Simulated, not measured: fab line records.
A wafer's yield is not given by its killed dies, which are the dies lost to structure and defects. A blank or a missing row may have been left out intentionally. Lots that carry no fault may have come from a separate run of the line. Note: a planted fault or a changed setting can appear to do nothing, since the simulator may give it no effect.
fab line records	flow n5Finfet
record lots=6	wafers=17	lastDay=17
route steps=1938 shown DUMMY_REMOVAL@383 HKMG_FIN@385 BEOL_M4@1111 PASSIVATION@1936
lots with no fault: from the same line, run without faults
startH: hours from the record's opening day to when the first of the lot's shown wafers began	waitH: hours elapsed since this lot's preceding step	" same as the row above	L1.1+2: one row covering several wafers at once	- value missing, or start not given	* or withheld: withheld	< > ~ a bound
route shown NAME@n: names a module that has steps shown in the file, with the first one's number in the route	usual: average and standard deviation across the fault-free wafers	same: alike in all rows	chamber/n: place in a boat	sites: readings site by site	_std_site: the values' standard deviation	_edge_site: outer sites' mean less inner sites'	radiusMm: how far each site lies from the wafer's centre	mask NAME#n: copy n	behind: the most recent tool/chamber to have shaped the wafer	hold: cause of the lot's hold/its duration in hours/its outcome	device: the n, p or np transistor that did not switch	end of line: the same wafers' tests at the end of the route	a step with no rows: only its recipe	killed: the dies lost at the first sort to structure and to defects; this is not the yield of the wafer	map: a wafer's dies, x killed, . not, _ none there
set.NAME: the run value of the setting; set.NAME@STEP: its run value at that earlier step	model.NAME: the simulator's own value behind a step, which no gauge read
a table for each step, a row for each wafer; lots at some steps of the route
services: when a tool's chamber went out of use (startH, in hours from the record's first day, below 0 if earlier), for how many hours, and the reason
## steps
# step N5_DUMMY_REMOVAL_PRECLEAN_04
# recipe chemistry=DHF	timeS=37	tempC=25	dilution=500:1
# step N5_DUMMY_REMOVAL_SRD_05
# recipe dry=ipaMarangoni	doPpb=5	timeS=30	tempC=23	rinseLiquid=diw
# step N5_HKMG_FIN_IL_REGROW_00
# recipe material=SiO2	targetThkA=7.5	chemistry=O3	tempC=withheld	timeS=30
# step N5_HKMG_FIN_HK_ALD_01
# recipe material=HfO2	targetThkA=16	tempC=withheld	aldPrecursorFamily=HfCl4	aldCoReactant=H2O	pulseTimeS=3	purgeTimeS=3	coReactantPurgeTimeS=2.5	coReactantPulseTimeS=0.3	aldCycles=30
# usual precursorPulseHeightRel=0.999/0.02
lot.wafer	tool	chamber	startH	waitH	precursorPulseHeightRel
L986.1	aldHk-03	1	116.34	0.0	1.005
L986.4	"	0	"	"	0.995
L986.6	"	2	"	"	0.994
L991.3	aldHk-01	3	156.33	0.0	0.972
L991.5	"	0	"	"	1.000
L991.6	"	1	"	"	0.981
L993.2	aldHk-02	2	169.26	0.1	1.005
L993.3	"	3	"	"	0.979
L993.5	"	3	"	"	0.971
L997.4	aldHk-03	2	187.25	0.0	1.041
L997.6	"	0	"	"	0.997
L100.1	aldHk-01	1	208.07	0.0	1.012
L100.3	"	2	"	"	1.032
L100.5	"	0	"	"	1.001
L101.1	aldHk-03	3	209.58	0.0	0.991
L101.2	"	2	"	"	1.006
L101.4	"	1	"	"	1.001
# step N5_HKMG_FIN_HK_ANNEAL_02
# recipe tempC=700	timeS=30	ambient=N2	idleTempC=600	rampUpCPerS=150	rampDownCPerS=60	coolToC=600
# usual lampPowerPct=8.80/0.054	wafer_temp_C_max=703.0/0.77
lot.wafer	tool	chamber	startH	waitH	lampPowerPct	wafer_temp_C_max
L986.1	rtpAnneal-01	0	116.64	0.2	8.82	702.7
L986.4	"	0	"	"	8.84	702.7
L986.6	"	0	"	"	8.83	703.3
L991.3	rtpAnneal-01	0	156.57	0.2	8.78	702.5
L991.5	"	0	"	"	8.82	702.5
L991.6	"	0	"	"	8.77	701.5
L993.2	rtpAnneal-01	0	169.67	0.3	8.78	702.5
L993.3	"	0	"	"	8.81	703.7
L993.5	"	0	"	"	8.79	703.6
L997.4	rtpAnneal-02	0	187.61	0.3	8.73	703.5
L997.6	"	0	"	"	8.67	703.0
L100.1	rtpAnneal-02	0	208.34	0.2	8.84	703.0
L100.3	"	0	"	"	8.80	702.6
L100.5	"	0	"	"	8.78	703.1
L101.1	rtpAnneal-02	0	210.14	0.5	8.74	702.5
L101.2	"	0	"	"	8.75	701.9
L101.4	"	0	"	"	8.89	703.1
# step N5_HKMG_FIN_ALD_74
# recipe material=La2O3	targetThkA=5	tempC=250	aldPrecursorFamily=La-Cp	aldCoReactant=O3	pulseTimeS=6	coReactantPulseTimeS=1	purgeTimeS=3	coReactantPurgeTimeS=3
# usual heaterPowerW=358/36	precursorPulseHeightRel=1.000/0.021	susceptorTempC=250.00/0.17
lot.wafer	tool	chamber	startH	waitH	heaterPowerW	precursorPulseHeightRel	susceptorTempC
L986.1	aldHk-01	1	116.86	0.2	394	0.999	249.77
L986.4	"	2	"	"	412	1.009	250.00
L986.6	"	2	"	"	438	1.011	250.00
L991.3	aldHk-02	1	156.73	0.1	404	1.047	249.78
L991.5	"	1	"	"	395	0.996	250.09
L991.6	"	0	"	"	332	1.031	250.05
L993.2	aldHk-01	3	169.86	0.2	330	1.013	249.73
L993.3	"	0	"	"	373	0.992	250.31
L993.5	"	0	"	"	378	0.995	250.41
L997.4	aldHk-02	1	187.74	0.1	402	1.015	249.93
L997.6	"	1	"	"	394	1.004	249.62
L100.1	aldHk-02	1	208.74	0.3	403	1.006	249.85
L100.3	"	3	"	"	325	0.978	249.81
L100.5	"	1	"	"	399	1.027	249.80
L101.1	aldHk-02	2	210.54	0.3	338	0.971	250.14
L101.2	"	3	"	"	320	1.015	250.11
L101.4	"	1	"	"	395	0.972	250.07
# step N5_HKMG_FIN_ALD_75
# recipe material=Al2O3	targetThkA=10	tempC=150	aldPrecursorFamily=TMA	aldCoReactant=H2O	pulseTimeS=withheld	coReactantPulseTimeS=1
# usual heaterPowerW=154/15	precursorPulseHeightRel=0.997/0.021	susceptorTempC=150.00/0.14
lot.wafer	tool	chamber	startH	waitH	heaterPowerW	precursorPulseHeightRel	susceptorTempC
L986.1	aldHk-01	1	116.93	0.0	169	0.977	149.92
L986.4	"	2	"	"	177	0.989	149.89
L986.6	"	2	"	"	190	1.023	150.13
L991.3	aldHk-02	1	156.88	0.1	173	0.988	150.02
L991.5	"	1	"	"	171	0.988	150.00
L991.6	"	0	"	"	143	0.986	150.02
L993.2	aldHk-01	3	169.93	0.0	142	1.009	149.93
L993.3	"	0	"	"	158	0.983	149.89
L993.5	"	0	"	"	163	0.980	150.02
L997.4	aldHk-02	1	187.81	0.0	175	0.986	150.14
L997.6	"	1	"	"	176	0.983	150.36
L100.1	aldHk-02	1	208.81	0.0	174	0.970	150.10
L100.3	"	3	"	"	138	1.038	150.05
L100.5	"	1	"	"	171	0.973	149.92
L101.1	aldHk-02	2	210.61	0.0	148	1.007	150.10
L101.2	"	3	"	"	138	1.025	150.16
L101.4	"	1	"	"	173	0.989	149.95
# step N5_HKMG_FIN_COAT_41
# recipe resist=SOC	tempC=250	timeS=60	spinRpm=1500	resistThkNm=300
# step N5_HKMG_FIN_COAT_42
# recipe resist=SiARC	tempC=220	timeS=60	spinRpm=1500	resistThkNm=35
# step N5_HKMG_FIN_COAT_43
# recipe resist=CAR-ArF	spinRpm=1500	resistThkNm=90
# step N5_HKMG_FIN_EBR_45
# recipe solvent=PGMEA	ebrWidthMm=1.5
# step N5_HKMG_FIN_SOFTBAKE_44
# recipe tempC=110	timeS=60	resist=CAR-ArF
# step N5_HKMG_FIN_EXPOSE_46
# recipe maskId=NDIPOLE	na=1.35	sourceShape=conventional	sigmaOuter=0.8	polarization=unpolarized	doseMj=40
# usual exposureDoseMJCm2=39.97/0.051
lot.wafer	tool	chamber	startH	waitH	mask	exposureDoseMJCm2
L986.1	arfiScanner-03	0	117.15	-	NDIPOLE#0	40.03
L986.4	"	0	"	"	NDIPOLE#0	40.00
L986.6	"	0	"	"	NDIPOLE#0	39.98
L991.3	arfiScanner-03	0	157.32	-	NDIPOLE#0	36.04
L991.5	"	0	"	"	NDIPOLE#0	36.05
L991.6	"	0	"	"	NDIPOLE#0	36.05
L993.2	arfiScanner-03	0	170.16	-	NDIPOLE#0	37.45
L993.3	"	0	"	"	NDIPOLE#0	37.43
L993.5	"	0	"	"	NDIPOLE#0	37.42
L997.4	arfiScanner-01	0	188.05	-	NDIPOLE#0	39.93
L997.6	"	0	"	"	NDIPOLE#0	39.92
L100.1	arfiScanner-01	0	209.03	-	NDIPOLE#0	39.95
L100.3	"	0	"	"	NDIPOLE#0	39.90
L100.5	"	0	"	"	NDIPOLE#0	39.90
L101.1	arfiScanner-02	0	210.95	-	NDIPOLE#0	39.96
L101.2	"	0	"	"	NDIPOLE#0	40.01
L101.4	"	0	"	"	NDIPOLE#0	40.04
# step N5_HKMG_FIN_PEB_47
# recipe pebTempC=withheld	pebTimeS=60	resist=CAR-ArF
# step N5_HKMG_FIN_DEVELOP_48
# recipe developTimeS=30	developer=TMAH	resist=CAR-ArF	rinseLiquid=diw	dry=airSpin	devTempC=23
# step N5_HKMG_FIN_CD_MEAS_49
# recipe targetCdNm=202	landingEnergyEv=500	detector=seInlens	polarity=opening
# usual cdNm=201.8/1.2
lot.wafer	tool	chamber	startH	waitH	cdNm
L986.1	cdSem-03	0	117.28	-	202.3
L986.4	"	0	"	"	203.1
L986.6	"	0	"	"	203.0
L991.3	cdSem-02	0	157.44	-	194.5
L991.5	"	0	"	"	194.8
L991.6	"	0	"	"	195.1
L993.2	cdSem-03	0	170.28	-	198.6
L993.3	"	0	"	"	197.7
L993.5	"	0	"	"	198.1
L997.4	cdSem-02	0	188.16	-	202.7
L997.6	"	0	"	"	202.8
L100.1	cdSem-02	0	209.15	-	201.7
L100.3	"	0	"	"	202.5
L100.5	"	0	"	"	202.3
L101.1	cdSem-01	0	211.08	-	200.8
L101.2	"	0	"	"	201.1
L101.4	"	0	"	"	201.8
# step N5_HKMG_FIN_OVL_MEAS_50
# recipe pointsPerWafer=44
# usual NDIPOLE_OVL=0.0/0.83
lot.wafer	tool	chamber	startH	waitH	NDIPOLE_OVL[nm]
L986.1	overlay-02	0	117.31	0.0	-1.2
L986.4	"	0	"	"	-1.1
L986.6	"	0	"	"	-0.2
L991.3	overlay-02	0	157.47	0.0	0.9
L991.5	"	0	"	"	0.4
L991.6	"	0	"	"	0.0
L993.2	overlay-02	0	170.31	0.0	0.4
L993.3	"	0	"	"	-1.2
L993.5	"	0	"	"	-0.3
L997.4	overlay-02	0	188.19	0.0	0.3
L997.6	"	0	"	"	0.0
L100.1	overlay-02	0	209.18	0.0	2.0
L100.3	"	0	"	"	0.5
L100.5	"	0	"	"	1.9
L101.1	overlay-02	0	211.11	0.0	-0.1
L101.2	"	0	"	"	-0.2
L101.4	"	0	"	"	-0.3
# step N5_BEOL_M4_RC_MEAS_101
# usual DIBL_N=36.1/2	DIBL_P=36.3/2.4	IOFF_N=0.15/0.035	IOFF_P=0.21/0.039	ION_N=672/15	ION_P=463/9.7	SS_N=71.5/0.7	SS_P=73.2/0.75	VT_N=251/3.6	VT_P=-250/3.8
lot.wafer	tool	chamber	startH	waitH	DIBL_N[mV/V]	DIBL_P[mV/V]	IOFF_N[nA/um]	IOFF_P[nA/um]	ION_N[uA/um]	ION_P[uA/um]	SS_N[mV/dec]	SS_P[mV/dec]	VT_N[mV]	VT_P[mV]
L986.1	prober-02	0	214.54	0.2	34.1	33.7	0.12	0.15	684	466	70.5	72.0	253	-255
L986.4	"	0	"	"	37.8	37.5	0.16	0.19	674	456	72.5	73.3	252	-255
L986.6	"	0	"	"	37.2	37.5	0.16	0.19	692	467	71.8	73.2	250	-254
L991.3	prober-01	0	252.73	0.3	37.6	38.2	0.20	0.26	683	467	71.0	74.0	246	-246
L991.5	"	0	"	"	35.7	35.8	0.15	0.22	678	473	70.3	73.6	251	-250
L991.6	"	0	"	"	34.6	34.8	0.14	0.20	672	464	69.9	73.4	250	-248
L993.2	prober-01	0	264.07	0.2	37.5	37.4	0.18	0.27	688	476	72.2	73.8	248	-242
L993.3	"	0	"	"	33.1	33.3	0.13	0.20	684	474	70.5	72.5	252	-247
L993.5	"	0	"	"	34.8	34.1	0.14	0.22	680	476	72.0	72.7	251	-246
L997.4	prober-01	0	285.06	0.5	36.6	36.7	0.15	0.19	659	452	71.8	73.6	252	-252
L997.6	"	0	"	"	40.2	41.1	0.23	0.25	691	461	72.5	75.3	251	-251
L101.1	prober-02	0	306.59	0.0	37.4	37.0	0.18	0.25	682	466	71.8	73.7	247	-246
L101.2	"	0	"	"	34.5	33.2	0.13	0.19	672	467	70.8	72.8	253	-248
L101.4	"	0	"	"	35.6	34.8	0.14	0.21	681	475	71.1	73.0	249	-248
L100.1	prober-01	0	310.95	0.0	39.8	40.2	0.20	0.29	699	476	72.3	73.3	248	-243
L100.3	"	0	"	"	38.9	37.7	0.18	0.23	682	461	72.0	73.3	248	-250
L100.5	"	0	"	"	35.8	34.4	0.12	0.18	650	457	71.3	73.0	254	-248
# step N5_PASSIVATION_PROBE_49
# usual defectLimitedYield=91.1/1.6	killed_at_M0_to_M3=35/11	killed_at_M4_up=13/5.4	killedAtContacts=13/6.5	killedAtFrontEnd=40/14	killedAtOther=4/3.1	killedDies=105/18	killedOpen=69/14	killedShort=34/7.3	sort_bin_5_function=5.2/0.96	sort_bin_6_memory=3.4/0.77	sortNPass=1075/19	sortYieldPct=91.1/1.6
# same grossDies=1180	killedAtBackSide=0	sort_bin_4_leakage[%]=0	sort_bin_8_speed[%]=0
lot.wafer	tool	chamber	startH	waitH	defectLimitedYield[%]	killed_at_M0_to_M3	killed_at_M4_up	killedAtContacts	killedAtFrontEnd	killedAtOther	killedDies	killedOpen	killedShort	sort_bin_5_function[%]	sort_bin_6_memory[%]	sortNPass	sortYieldPct[%]
L986.1	prober-02	-	313.51	0.0	94.2	16	12	7	30	4	69	46	20	3.1	2.6	1111	94.2
L986.4	prober-02	-	313.66	0.2	91.7	34	5	11	40	8	98	62	26	4.3	3.0	1082	91.7
L986.6	prober-02	-	313.76	0.3	89.2	26	8	12	74	7	127	91	35	6.7	3.6	1053	89.2
# killed by level:class
L986.1 MOL_CONTACT_COAG:geometricParticle:open=7 FIN_SAQP:geometricParticle:short=5 FIN_SAQP:geometricParticle:open=5 STARTING-WAFER:geometricParticle:open=4 BEOL_M0:geometricParticle:open=4 BEOL_M1:geometricParticle:open=4 BEOL_M7:geometricParticle:open=4 GATE_CUT:geometricParticle:open=3
L986.4 BEOL_M1:geometricParticle:open=10 MOL_CONTACT_COAG:geometricParticle:open=10 HKMG_FIN:areaEtch=8 BEOL_M0_SAQP:geometricParticle:open=7 FIN_SAQP:geometricParticle:open=6 STI_FIN_REVEAL:geometricParticle:open=6 BEOL_M0_SAQP:geometricParticle:short=6 FIN_SAQP:geometricParticle:short=5
L986.6 FIN_SAQP:geometricParticle:open=25 STI_FIN_REVEAL:geometricParticle:open=13 FIN_SAQP:geometricParticle:short=11 MOL_CONTACT_COAG:geometricParticle:open=10 BEOL_M3:geometricParticle:open=8 BEOL_M1:geometricParticle:open=7 GATE_CUT:geometricParticle:open=6 BEOL_M0_SAQP:geometricParticle:open=6
## services
tool	chamber	startH	hours	kind
arfiScanner-03	-	95.07	0.8	pm
arfiScanner-02	-	108.59	4.8	pm
arfiScanner-01	0	123.50	-	calibration
arfiScanner-01	-	132.00	0.8	pm
arfiScanner-01	-	137.26	5.0	pm
arfiScanner-01	-	142.29	1.3	pm
arfiScanner-03	-	149.74	1.0	pm
arfiScanner-02	-	156.59	1.1	repair
arfiScanner-02	-	169.17	1.3	pm
arfiScanner-03	0	173.68	-	calibration
arfiScanner-02	-	175.93	4.9	pm
arfiScanner-02	0	184.56	-	calibration
arfiScanner-03	-	190.58	1.0	pm
arfiScanner-02	-	192.35	1.0	pm
arfiScanner-02	-	196.54	0.8	pm
## key
firstSign step=N5_HKMG_FIN_EXPOSE_46	reading=exposureDoseMJCm2	direction=down	sigmas=63	usual=39.97	struck=36.74
effect step=N5_HKMG_FIN_CD_MEAS_49	reading=cdNm	direction=down	sigmas=4.6	usual=201.8	struck=196.5	through=controlLoop
metAt N5_HKMG_FIN_EXPOSE_46
struckWafers L991.3,L991.5,L991.6,L993.2,L993.3,L993.5
rowsEnd L991.3,L991.5,L991.6,L993.2,L993.3,L993.5
loopTrim step=N5_HKMG_FIN_EXPOSE_46	setting=dose	lots=L993
onsetBetween 117.15 157.32
fault kind=processParameterDrift	tool=arfiScanner-03	chamber=-	onsetH=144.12	steps=N5_HKMG_FIN_EXPOSE_46	channel=doseMj	offset=-3.9971	shape=step	actsIn=theseRecipesOnly	stated=40
# rowsEnd: these wafers met a further fault down the route, and their rows from its step on are left out
# loopTrim: a control loop set the setting to another value than it would have without faults
